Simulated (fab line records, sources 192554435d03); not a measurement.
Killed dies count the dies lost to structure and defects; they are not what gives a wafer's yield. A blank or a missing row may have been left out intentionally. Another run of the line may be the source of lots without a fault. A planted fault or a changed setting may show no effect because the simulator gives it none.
Code-filled problem report in 8D (eight disciplines) form ; flow n5_finfet ; the parts of the form that need people (team, actions taken, sign-off) are left out

== 1. THE ISSUE ==
At N5_BEOL_M9_INSPECT_58, raw_defect_count averages 418 over 6 wafers from 2 lots, while fault-free wafers read 76, standard deviation 25. That is +14 standard deviations from the usual mean.
The step: inspects for defects (darkfield).
Earliest sighting: wafer L145.3 on defect_inspect-02 at day 11 14:38. The record holds 30 wafers of 10 lots with a number at this step. By rule, "out" or "out of limits" means more than 4 standard deviations away from the usual mean. All remaining wafers that have a number are taken as sound.

== 2. WHAT IT IS, WHAT IT ISN'T ==
question;is;is not
which readings at this step;raw_defect_count;-
which lots;L145, L146;L138, L139, L151, L155, L156, L159, L160, L161
which wafers of those lots;all that have a number;-
read on which gauges;defect_inspect-02;defect_inspect-01
when;from day 11 14:38;"up to then (6 sound wafers); but 18 sound wafers of L151, L155, L156, L159, L160, L161 came after"

== 3. WHAT RULES OUT EACH SUSPECT ==
Counting: a tool at a process step up to the reading stays a suspect if it ran every lot that is out and no sound lot after the first of them.
- the gauge at N5_BEOL_M9_INSPECT_58: ruled out. All the wafers that are out were read on defect_inspect-02, but those of them that N5_PASSIVATION_PROBE_49 has rows for are out there too, on other tools.
- cmp-02 at N5_BEOL_M9_CMP_52 (polishes, stops on SiCOH lowk, t overpolish 7 s, target thk 140 nm): ruled out as a lasting fault. Following L145 (day 11 14:13), the first lot on it that is out, the sound lots L155, L156, L159, L160 were run on it.
Left after counting: nothing in the record.

== 4. THE CAUSE (what the simulator had put in) ==
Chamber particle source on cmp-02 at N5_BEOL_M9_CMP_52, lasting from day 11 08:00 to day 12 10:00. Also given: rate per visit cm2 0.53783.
The count ruled it out by mistake, since the rule takes a fault to strike every lot its tool runs from the start of the fault on, and this one did not do so.

== 5. SEQUENCE OF EFFECTS, ordered by route ==
Each row: a reading whose mean over the struck wafers that have a number lies more than 3 standard deviations from the usual. Only readings for which the record gives a usual standard deviation are gone through. hours: the time from each lot's start at the first step in this table that gives one to its start at this step, as a median over the lots. sigmas: the change in usual standard deviations.
hours;step;reading;usual;on struck wafers;change;sigmas
0;N5_BEOL_M9_INSPECT_58;raw_defect_count;76;418;+342;+14
4;N5_BEOL_M10_INSPECT_13;raw_defect_count;432;765;+333;+3.7
7;N5_BEOL_M10_INSPECT_30;raw_defect_count;430;765;+335;+3.5
61;N5_PASSIVATION_PROBE_49;defect_limited_yield;91.1 %;68.5;-22.6;-16
61;N5_PASSIVATION_PROBE_49;killed_at_M4_up;14;289;+275;+48
61;N5_PASSIVATION_PROBE_49;killed_dies;105;372;+266;+16
61;N5_PASSIVATION_PROBE_49;killed_on_rim;14;50;+36;+8.7
61;N5_PASSIVATION_PROBE_49;sort_bin_5_function;5.3 %;18.2;+12.9;+14
61;N5_PASSIVATION_PROBE_49;sort_bin_6_memory;3.3 %;11.3;+8.0;+12
61;N5_PASSIVATION_PROBE_49;sort_n_pass;1075;808;-266;-16
61;N5_PASSIVATION_PROBE_49;sort_yield_pct;91.1 %;68.5;-22.6;-16
Its process steps:
- N5_PASSIVATION_PROBE_49

== 6. WHAT WOULD HAVE CAUGHT IT SOONER ==
In this record the first reading out of limits at a measuring or inspecting step was taken at day 11 14:38, 7 hours after the fault began at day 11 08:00.
Of the tool readings at N5_BEOL_M9_CMP_52 for which the record gives a usual standard deviation, none was out on any struck wafer, so an alarm limit of 4 standard deviations on them would not have fired.
